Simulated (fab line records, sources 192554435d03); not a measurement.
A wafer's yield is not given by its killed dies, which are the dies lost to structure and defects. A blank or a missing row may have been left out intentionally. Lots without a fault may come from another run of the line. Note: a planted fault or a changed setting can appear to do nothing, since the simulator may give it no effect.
fab line records | flow n5_finfet
record: lots: 9 | wafers: 27 | last_day: 18
route steps=1938 shown FIN_SAQP@111 BEOL_M4@1111
lots with no fault: from the same line, run without faults
start_h: the number of hours between the record's first day and the start of the first shown wafer of the lot | wait_h: time in hours since the lot's previous step | " identical to the entry in the row above | L1.1+2: several wafers, shown together as one row | - no value present, or no start provided | * or withheld: withheld | < > ~ a bound
route shown NAME@n: a module of which the file shows steps, and the number in the route of the first | usual: average and standard deviation across the fault-free wafers | same: alike in all rows | chamber/n: place in a boat | sites: readings site by site | _std_site: standard deviation across them | _edge_site: the outer-site mean with the inner-site mean subtracted | radius_mm: for every site, how far away it sits from the centre of the wafer | mask NAME#n: copy n | behind: tool/chamber where the wafer was last shaped | hold: the reason the lot was held/the length of the hold in hours/how it ended | device: transistor that didn't switch, given as n, p or np | end of line: the tests these same wafers got at the end of their route | a step given without rows: its recipe and nothing more | killed: dies lost to structure and defects at the first sort, not the wafer's yield | map: dies across one wafer; x = killed, . = not, _ = none there
set.NAME: the setting the step ran with; set.NAME@STEP: the setting that earlier step ran with | model.NAME: the simulator's own value behind a step, which no gauge read
route steps across a sampled set of lots; one table per step, one row per wafer
services: when a tool's chamber went out of use (start_h, in hours from the record's first day, below 0 if earlier), for how many hours, and the reason
== steps ==
step: N5_FIN_SAQP_CD_MEAS_16
recipe: target_cd_nm: 35.6 | landing_energy_ev: 500 | detector: se_inlens
usual: cd_nm: 35.59/0.25
lot.wafer | tool      | chamber | start_h | wait_h | cd_nm
L499.1    | cd_sem-01 | 0       | 33.80   | -      | 35.38
L499.3    | "         | 0       | "       | "      | 35.06
L499.4    | "         | 0       | "       | "      | 35.67
L501.1    | cd_sem-01 | 0       | 46.71   | -      | 35.69
L501.4    | "         | 0       | "       | "      | 35.42
L501.5    | "         | 0       | "       | "      | 35.36
L502.1    | cd_sem-03 | 0       | 51.68   | -      | 35.92
L502.4    | "         | 0       | "       | "      | 35.82
L502.6    | "         | 0       | "       | "      | 35.76
L508.2    | cd_sem-02 | 0       | 89.24   | -      | 35.09
L508.4    | "         | 0       | "       | "      | 35.41
L508.6    | "         | 0       | "       | "      | 35.43
L511.1    | cd_sem-01 | 0       | 106.34  | -      | 35.47
L511.4    | "         | 0       | "       | "      | 35.24
L511.6    | "         | 0       | "       | "      | 35.69
L513.3    | cd_sem-01 | 0       | 117.54  | -      | 35.99
L513.4    | "         | 0       | "       | "      | 35.74
L513.5    | "         | 0       | "       | "      | 35.92
L517.1    | cd_sem-03 | 0       | 142.90  | -      | 35.48
L517.3    | "         | 0       | "       | "      | 35.36
L517.4    | "         | 0       | "       | "      | 35.98
L518.2    | cd_sem-02 | 0       | 149.29  | -      | 35.46
L518.3    | "         | 0       | "       | "      | 35.21
L518.4    | "         | 0       | "       | "      | 35.41
L520.2    | cd_sem-01 | 0       | 160.37  | -      | 35.50
L520.3    | "         | 0       | "       | "      | 35.77
L520.4    | "         | 0       | "       | "      | 35.49
step: N5_FIN_SAQP_ETCH_51
recipe: chemistry: CF4 | target: SiARC | target_depth_a: 455 | mask_material: CAR-ArF | time_s: 75.8 | ion_energy_ev: 80 | pressure_mtorr: 40 | source_w: 545 | bias_w: 36 | Ar_flow_sccm: 100 | cf4_flow_sccm: 100 | ends: cleared
usual: bias_w: 36.00/0.11 | drypump_motor_current_A: 5.7/0.48 | etch_rf_on_time_s: 76.3/1.2 | oes_product_au: 0.66/0.078 | rf_vpp_V: 184.1/1.3 | showerhead_plenum_p_Torr: 2.15/0.08 | throttle_valve_pct: 15.65/0.26
lot.wafer | tool        | chamber | start_h | wait_h | bias_w | drypump_motor_current_A | etch_rf_on_time_s | oes_product_au | rf_hours_counter_h | rf_vpp_V | showerhead_plenum_p_Torr | throttle_valve_pct
L499.1    | rie_diel-06 | 2       | 34.19   | 0.0    | 36.09  | 5.1                     | 75.4              | 0.66           | 136                | 183.1    | 2.06                     | 15.83
L499.3    | "           | 1       | "       | "      | 36.10  | 5.9                     | 75.7              | 0.60           | 201                | 182.5    | 2.05                     | 16.10
L499.4    | "           | 3       | "       | "      | 35.91  | 5.8                     | 75.8              | 0.58           | 247                | 182.8    | 2.03                     | 15.82
L501.1    | rie_diel-06 | 3       | 46.84   | 0.0    | 36.12  | 5.7                     | 75.8              | 0.58           | 249                | 181.5    | 2.03                     | 15.81
L501.4    | "           | 2       | "       | "      | 35.96  | 5.1                     | 77.3              | 0.64           | 141                | 181.2    | 2.06                     | 15.84
L501.5    | "           | 0       | "       | "      | 36.15  | 5.8                     | 75.4              | 0.61           | -                  | 183.9    | 2.12                     | 15.90
L502.1    | rie_diel-06 | 0       | 51.81   | 0.0    | 35.83  | 5.8                     | 76.1              | 0.61           | 189                | 184.2    | 2.12                     | 15.88
L502.4    | "           | 0       | "       | "      | 35.91  | 5.8                     | 76.5              | 0.61           | -                  | 184.3    | 2.12                     | 15.90
L502.6    | "           | 2       | "       | "      | 36.00  | 5.1                     | 76.3              | 0.65           | -                  | 184.3    | 2.06                     | 15.87
L508.2    | rie_diel-06 | 3       | 89.49   | 0.0    | 36.09  | 5.8                     | 74.5              | 0.82           | 5                  | 187.5    | 2.28                     | 15.34
L508.4    | "           | 0       | "       | "      | 36.06  | 5.8                     | 77.6              | 0.59           | 202                | 183.6    | 2.12                     | 15.91
L508.6    | "           | 1       | "       | "      | 36.13  | 5.9                     | 76.5              | 0.59           | -                  | 183.1    | 2.04                     | 16.14
L511.1    | rie_diel-06 | 2       | 106.48  | 0.0    | 36.04  | 5.1                     | 76.6              | 0.63           | 165                | 180.8    | 2.05                     | 15.90
L511.4    | "           | 0       | "       | "      | 35.97  | 5.8                     | 75.7              | 0.60           | 207                | 184.5    | 2.12                     | 15.95
L511.6    | "           | 3       | "       | "      | 35.92  | 5.8                     | 74.4              | 0.79           | -                  | 186.0    | 2.28                     | 15.36
L513.3    | rie_diel-02 | 2       | 117.67  | 0.0    | 36.06  | 5.9                     | 76.6              | 0.64           | 170                | 185.7    | 2.22                     | 15.53
L513.4    | "           | 1       | "       | "      | 36.17  | 6.6                     | 75.1              | 0.72           | 65                 | 185.6    | 2.26                     | 15.32
L513.5    | "           | 2       | "       | "      | 36.07  | 5.9                     | 76.5              | 0.65           | -                  | 184.6    | 2.22                     | 15.52
L517.1    | rie_diel-05 | 2       | 143.04  | 0.0    | 36.13  | 5.5                     | 76.2              | 0.81           | 2                  | 186.5    | 2.28                     | 15.38
L517.3    | "           | 3       | "       | "      | 35.77  | 4.8                     | 77.2              | 0.61           | 182                | 184.6    | 2.22                     | 15.69
L517.4    | "           | 0       | "       | "      | 36.09  | 5.9                     | 74.3              | 0.81           | 10                 | 183.1    | 2.10                     | 15.16
L518.2    | rie_diel-05 | 0       | 149.47  | 0.0    | 36.21  | 5.9                     | 73.6              | 0.82           | 12                 | 183.7    | 2.10                     | 15.16
L518.3    | "           | 3       | "       | "      | 36.03  | 4.8                     | 77.0              | 0.61           | 184                | 185.4    | 2.22                     | 15.68
L518.4    | "           | 2       | "       | "      | 36.00  | 5.5                     | 76.0              | 0.80           | 4                  | 184.8    | 2.28                     | 15.39
L520.2    | rie_diel-05 | 3       | 161.03  | 0.0    | 36.04  | 4.9                     | 78.4              | 0.60           | 191                | 187.0    | 2.21                     | 15.70
L520.3    | "           | 2       | "       | "      | 36.07  | 5.6                     | 77.4              | 0.79           | 6                  | 185.7    | 2.28                     | 15.40
L520.4    | "           | 1       | "       | "      | 35.85  | 5.2                     | 76.4              | 0.70           | 72                 | 183.8    | 2.17                     | 15.82
step: N5_FIN_SAQP_ETCH_69
recipe: chemistry: N2/H2 | target: SOC | target_depth_a: 1500 | stop_on: SiNx | ion_energy_ev: 100 | bias_w: 61 | pressure_mtorr: 30 | source_w: 850 | n2_flow_sccm: 200 | h2_flow_sccm: 200
usual: bias_w: 61.01/0.18 | drypump_motor_current_A: 5.7/0.48 | oes_product_au: 0.75/0.083 | rf_vpp_V: 240.6/1.6 | showerhead_plenum_p_Torr: 2.54/0.1 | throttle_valve_pct: 17.94/0.3
lot.wafer | tool        | chamber | start_h | wait_h | bias_w | drypump_motor_current_A | oes_product_au | rf_hours_counter_h | rf_vpp_V | showerhead_plenum_p_Torr | throttle_valve_pct
L499.1    | rie_diel-05 | 2       | 37.07   | -      | 60.91  | 5.5                     | 0.68           | 222                | 239.9    | 2.41                     | 17.98
L499.3    | "           | 0       | "       | "      | 61.15  | 5.9                     | 0.67           | 227                | 240.1    | 2.50                     | 17.84
L499.4    | "           | 3       | "       | "      | 61.11  | 4.8                     | 0.74           | 142                | 241.7    | 2.66                     | 17.84
L501.1    | rie_diel-02 | 3       | 49.83   | -      | 61.04  | 5.8                     | 0.69           | 190                | 240.0    | 2.53                     | 17.83
L501.4    | "           | 0       | "       | "      | 60.95  | 6.4                     | 0.78           | 132                | 240.5    | 2.55                     | 17.51
L501.5    | "           | 1       | "       | "      | 60.82  | 6.6                     | 0.86           | -                  | 241.9    | 2.70                     | 17.51
L502.1    | rie_diel-02 | 3       | 54.66   | -      | 60.71  | 5.7                     | 0.70           | 192                | 239.7    | 2.53                     | 17.85
L502.4    | "           | 2       | "       | "      | 61.00  | 5.9                     | 0.76           | 151                | 242.1    | 2.65                     | 17.74
L502.6    | "           | 0       | "       | "      | 60.88  | 6.4                     | 0.77           | -                  | 239.5    | 2.55                     | 17.53
L508.2    | rie_diel-02 | 1       | 92.37   | -      | 61.27  | 6.6                     | 0.84           | 58                 | 243.7    | 2.69                     | 17.53
L508.4    | "           | 2       | "       | "      | 60.78  | 5.9                     | 0.75           | 162                | 242.4    | 2.65                     | 17.77
L508.6    | "           | 2       | "       | "      | 60.85  | 5.9                     | 0.75           | -                  | 242.2    | 2.65                     | 17.76
L511.1    | rie_diel-02 | 0       | 109.22  | -      | 60.77  | 6.4                     | 0.76           | 148                | 239.7    | 2.54                     | 17.53
L511.4    | "           | 1       | "       | "      | 60.85  | 6.6                     | 0.82           | 63                 | 242.4    | 2.69                     | 17.53
L511.6    | "           | 3       | "       | "      | 61.10  | 5.8                     | 0.68           | -                  | 239.9    | 2.52                     | 17.88
L513.3    | rie_diel-06 | 3       | 120.45  | -      | 60.90  | 5.7                     | 0.92           | 13                 | 243.6    | 2.71                     | 17.63
L513.4    | "           | 0       | "       | "      | 61.29  | 5.9                     | 0.68           | 210                | 239.7    | 2.52                     | 18.24
L513.5    | "           | 1       | "       | "      | 61.11  | 5.9                     | 0.68           | -                  | 238.5    | 2.41                     | 18.49
L517.1    | rie_diel-02 | 0       | 145.78  | -      | 61.12  | 6.4                     | 0.75           | 159                | 241.3    | 2.54                     | 17.53
L517.3    | "           | 2       | "       | "      | 61.14  | 5.9                     | 0.74           | 179                | 241.9    | 2.64                     | 17.80
L517.4    | "           | 3       | "       | "      | 61.28  | 5.8                     | 0.67           | 219                | 240.8    | 2.52                     | 17.89
L518.2    | rie_diel-06 | 3       | 152.66  | -      | 60.82  | 5.8                     | 0.89           | 25                 | 243.6    | 2.70                     | 17.65
L518.3    | "           | 0       | "       | "      | 60.94  | 5.8                     | 0.68           | 223                | 239.9    | 2.52                     | 18.26
L518.4    | "           | 1       | "       | "      | 61.00  | 5.9                     | 0.67           | 244                | 240.4    | 2.40                     | 18.52
L520.2    | rie_diel-06 | 2       | 164.00  | -      | 60.83  | 5.1                     | 0.72           | 178                | 240.8    | 2.43                     | 18.16
L520.3    | "           | 0       | "       | "      | 61.18  | 5.8                     | 0.67           | 228                | 239.2    | 2.51                     | 18.26
L520.4    | "           | 1       | "       | "      | 61.35  | 5.9                     | 0.67           | 248                | 238.6    | 2.40                     | 18.52
step: N5_FIN_SAQP_FIN_ETCH_36
recipe: chemistry: HBr/Cl2/O2 | target_depth_a: 1200 | mask_material: SiNx | time_s: 50.4 | bias_w: 102 | pressure_mtorr: 10 | icp_w: 800 | HBr_flow_sccm: 150 | Cl2_flow_sccm: 80 | O2_flow_sccm: 12
usual: bias_w: 102.01/0.28 | drypump_motor_current_A: 5.7/0.5 | oes_o_777_au: 1.016/0.027 | oes_product_au: 1.009/0.017 | throttle_valve_pct: 36.00/0.25
lot.wafer | tool      | chamber | start_h | wait_h | bias_w | drypump_motor_current_A | oes_o_777_au | oes_product_au | rf_hours_counter_h | throttle_valve_pct
L499.1    | rie_si-01 | 2       | 38.27   | 0.0    | 101.94 | 5.9                     | 1.044        | 1.001          | 107                | 35.95
L499.3    | "         | 0       | "       | "      | 101.82 | 5.1                     | 1.030        | 1.032          | 42                 | 36.07
L499.4    | "         | 3       | "       | "      | 102.03 | 5.1                     | 1.020        | 1.019          | 113                | 35.98
L501.1    | rie_si-04 | 1       | 50.99   | 0.0    | 102.33 | 4.9                     | 0.986        | 1.014          | 131                | 36.22
L501.4    | "         | 2       | "       | "      | 101.24 | 6.7                     | 1.017        | 1.014          | 96                 | 35.64
L501.5    | "         | 3       | "       | "      | 102.34 | 6.3                     | 1.019        | 1.007          | -                  | 35.75
L502.1    | rie_si-03 | 0       | 55.97   | 0.0    | 102.58 | 5.4                     | 0.971        | 0.962          | 62                 | 35.58
L502.4    | "         | 2       | "       | "      | 101.98 | 5.6                     | 1.018        | 0.993          | 2                  | 36.07
L502.6    | "         | 3       | "       | "      | 102.56 | 6.1                     | 1.056        | 1.013          | -                  | 35.99
L508.2    | rie_si-04 | 0       | 95.83   | 0.0    | 101.80 | 5.7                     | 1.029        | 1.017          | 150                | 35.98
L508.4    | "         | 3       | "       | "      | 102.06 | 6.3                     | 1.015        | 1.031          | 128                | 35.73
L508.6    | "         | 1       | "       | "      | 101.97 | 4.9                     | 0.992        | 1.014          | -                  | 36.22
L511.1    | rie_si-03 | 0       | 110.38  | 0.0    | 101.86 | 5.4                     | 0.967        | 0.989          | 63                 | 35.56
L511.4    | "         | 1       | "       | "      | 102.20 | 5.9                     | 1.018        | 1.027          | 99                 | 36.30
L511.6    | "         | 0       | "       | "      | 101.75 | 5.4                     | 0.976        | 0.999          | -                  | 35.54
L513.3    | rie_si-01 | 1       | 121.61  | 0.0    | 101.53 | 5.3                     | 0.969        | 0.982          | 15                 | 36.42
L513.4    | "         | 2       | "       | "      | 102.16 | 5.9                     | 1.050        | 0.997          | 109                | 35.98
L513.5    | "         | 1       | "       | "      | 101.93 | 5.3                     | 0.971        | 0.985          | -                  | 36.41
L517.1    | rie_si-04 | 2       | 147.01  | 0.0    | 94.15  | 6.8                     | 1.023        | 0.989          | 97                 | 35.67
L517.3    | "         | 3       | "       | "      | 93.62  | 6.3                     | 1.021        | 1.006          | 129                | 35.75
L517.4    | "         | 1       | "       | "      | 93.73  | 4.9                     | 0.989        | 1.003          | 132                | 36.25
L518.2    | rie_si-04 | 2       | 153.93  | 0.0    | 94.49  | 6.8                     | 1.014        | 0.984          | 97                 | 35.67
L518.3    | "         | 3       | "       | "      | 93.42  | 6.3                     | 1.027        | 1.003          | 129                | 35.74
L518.4    | "         | 1       | "       | "      | 93.76  | 4.9                     | 0.988        | 0.992          | 132                | 36.24
L520.2    | rie_si-01 | 1       | 165.34  | 0.0    | 102.08 | 5.3                     | 0.969        | 0.996          | 16                 | 36.42
L520.3    | "         | 2       | "       | "      | 102.03 | 5.9                     | 1.050        | 0.999          | 109                | 35.96
L520.4    | "         | 3       | "       | "      | 102.26 | 5.1                     | 1.023        | 1.007          | 115                | 35.99
step: N5_BEOL_M4_RC_MEAS_101
usual: DIBL_N: 35.9/1.4 | DIBL_P: 35.9/1.7 | IOFF_N: 0.155/0.023 | IOFF_P: 0.201/0.029 | ION_N: 672/8.8 | ION_P: 460/7 | SS_N: 71.6/0.48 | SS_P: 73.1/0.64 | VT_N: 250.0/3 | VT_P: -251.6/3
lot.wafer | tool      | chamber | start_h | wait_h | DIBL_N[mV/V] | DIBL_P[mV/V] | IOFF_N[nA/um] | IOFF_P[nA/um] | ION_N[uA/um] | ION_P[uA/um] | SS_N[mV/dec] | SS_P[mV/dec] | VT_N[mV] | VT_P[mV]
L499.1    | prober-02 | 0       | 182.94  | 0.0    | 35.3         | 34.0         | 0.146         | 0.207         | 672          | 469          | 71.8         | 72.6         | 252.7    | -248.6
L499.3    | "         | 0       | "       | "      | 35.4         | 34.6         | 0.144         | 0.206         | 670          | 462          | 71.1         | 73.0         | 250.4    | -247.5
L499.4    | "         | 0       | "       | "      | 36.0         | 36.0         | 0.163         | 0.232         | 688          | 475          | 72.0         | 73.2         | 248.6    | -247.8
L502.1    | prober-01 | 0       | 191.89  | 0.0    | 32.8         | 34.9         | 0.126         | 0.168         | 663          | 453          | 71.3         | 73.3         | 254.2    | -257.0
L502.4    | "         | 0       | "       | "      | 35.5         | 37.1         | 0.165         | 0.200         | 671          | 456          | 71.5         | 73.6         | 250.1    | -254.1
L502.6    | "         | 0       | "       | "      | 35.6         | 37.1         | 0.161         | 0.208         | 668          | 459          | 72.1         | 73.6         | 251.3    | -250.2
L501.1    | prober-01 | 0       | 198.70  | 0.0    | 36.1         | 36.3         | 0.168         | 0.217         | 675          | 460          | 72.0         | 73.0         | 247.6    | -250.3
L501.4    | "         | 0       | "       | "      | 36.0         | 36.4         | 0.163         | 0.207         | 676          | 458          | 71.1         | 73.4         | 250.3    | -251.0
L501.5    | "         | 0       | "       | "      | 35.6         | 36.0         | 0.172         | 0.213         | 673          | 457          | 71.3         | 73.2         | 248.9    | -250.2
L508.2    | prober-01 | 0       | 248.54  | 0.2    | 33.6         | 36.2         | 0.151         | 0.208         | 674          | 467          | 71.8         | 72.9         | 248.0    | -249.2
L508.4    | "         | 0       | "       | "      | 34.7         | 37.1         | 0.157         | 0.220         | 673          | 465          | 71.6         | 74.4         | 249.8    | -249.0
L508.6    | "         | 0       | "       | "      | 33.2         | 35.7         | 0.140         | 0.197         | 665          | 463          | 71.6         | 73.1         | 250.3    | -251.5
L511.1    | prober-01 | 0       | 252.05  | 0.0    | 36.9         | 36.8         | 0.183         | 0.244         | 684          | 467          | 72.1         | 74.0         | 246.3    | -249.6
L511.4    | "         | 0       | "       | "      | 37.7         | 37.6         | 0.198         | 0.260         | 671          | 463          | 72.6         | 73.6         | 244.0    | -246.0
L511.6    | "         | 0       | "       | "      | 36.5         | 35.2         | 0.170         | 0.227         | 670          | 461          | 72.4         | 73.7         | 248.2    | -249.3
L513.3    | prober-01 | 0       | 269.49  | 0.3    | 38.6         | 36.4         | 0.165         | 0.210         | 677          | 464          | 71.7         | 73.7         | 249.1    | -251.6
L513.4    | "         | 0       | "       | "      | 39.0         | 37.3         | 0.177         | 0.217         | 675          | 457          | 71.8         | 74.6         | 250.3    | -251.7
L513.5    | "         | 0       | "       | "      | 37.4         | 35.3         | 0.144         | 0.196         | 675          | 458          | 71.4         | 73.4         | 247.9    | -251.1
L517.1    | prober-02 | 0       | 286.47  | 0.0    | 39.1         | 39.8         | 0.211         | 0.260         | 682          | 462          | 72.3         | 74.4         | 243.3    | -250.6
L517.3    | "         | 0       | "       | "      | 38.5         | 39.4         | 0.195         | 0.250         | 685          | 464          | 72.4         | 73.7         | 248.6    | -249.5
L517.4    | "         | 0       | "       | "      | 37.6         | 38.0         | 0.187         | 0.231         | 686          | 469          | 71.8         | 73.0         | 243.6    | -249.3
L518.2    | prober-01 | 0       | 304.38  | 0.2    | 35.4         | 36.7         | 0.188         | 0.220         | 688          | 469          | 71.3         | 73.3         | 243.8    | -248.9
L518.3    | "         | 0       | "       | "      | 36.3         | 38.7         | 0.205         | 0.250         | 680          | 465          | 71.7         | 73.7         | 244.3    | -249.2
L518.4    | "         | 0       | "       | "      | 37.0         | 39.4         | 0.231         | 0.267         | 676          | 462          | 72.3         | 74.4         | 243.5    | -249.4
L520.2    | prober-02 | 0       | 311.64  | 0.2    | 35.6         | 34.0         | 0.141         | 0.186         | 649          | 448          | 71.7         | 72.6         | 255.4    | -253.7
L520.3    | "         | 0       | "       | "      | 34.9         | 34.2         | 0.131         | 0.198         | 668          | 462          | 71.1         | 73.4         | 250.9    | -251.9
L520.4    | "         | 0       | "       | "      | 33.5         | 32.8         | 0.113         | 0.168         | 654          | 454          | 71.0         | 72.6         | 256.9    | -252.6
== services ==
tool        | chamber | start_h | hours | kind
rie_si-04   | -       | 21.28   | 2.8   | pm
rie_si-03   | 1       | 25.62   | 12.0  | repair
rie_diel-02 | 0       | 37.94   | 4.1   | repair
rie_diel-05 | 1       | 40.94   | 2.4   | repair
rie_diel-06 | 3       | 40.94   | 4.9   | repair
rie_si-01   | 3       | 46.02   | 3.3   | repair
rie_diel-06 | 3       | 51.35   | -     | clean
rie_diel-06 | 3       | 51.35   | -     | consumable_replace:focus_ring
rie_diel-06 | 3       | 51.35   | -     | consumable_replace:showerhead
rie_diel-06 | 3       | 51.35   | 26.0  | scheduled_down
rie_diel-06 | 3       | 51.35   | 26.0  | vent_cycle
rie_diel-05 | 2       | 52.94   | 3.9   | repair
rie_diel-06 | 0       | 52.95   | 4.0   | repair
rie_diel-06 | 0       | 71.63   | 6.5   | repair
rie_diel-02 | -       | 77.79   | 0.1   | repair
rie_diel-02 | -       | 80.40   | 2.8   | pm
rie_diel-05 | 3       | 85.44   | 2.8   | repair
rie_si-01   | 0       | 97.66   | 6.8   | repair
rie_diel-05 | 0       | 97.85   | -     | clean
rie_diel-06 | 1       | 99.50   | 6.9   | repair
rie_si-04   | -       | 111.63  | 2.9   | repair
rie_si-04   | -       | 118.74  | 14.6  | pm
rie_si-04   | 2       | 147.65  | 6.1   | repair
rie_si-03   | 2       | 152.56  | 1.8   | repair
== key ==
first_sign: step: N5_FIN_SAQP_FIN_ETCH_36 | reading: bias_w | direction: down | sigmas: 29 | usual: * | struck: *
effect none on later readings
met_at N5_FIN_SAQP_FIN_ETCH_36
struck_lots L517,L518
not_acting_at N5_FIN_SAQP_CD_MEAS_16,N5_FIN_SAQP_ETCH_51,N5_FIN_SAQP_ETCH_69
onset_between 95.83 147.01
fault: kind: process_parameter_drift | tool: rie_si-04 | chamber: - | onset_h: 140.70 | steps: N5_FIN_SAQP_FIN_ETCH_36 | channel: bias_w | offset: * | shape: step | end_h: 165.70 | acts_in: * | stated: *
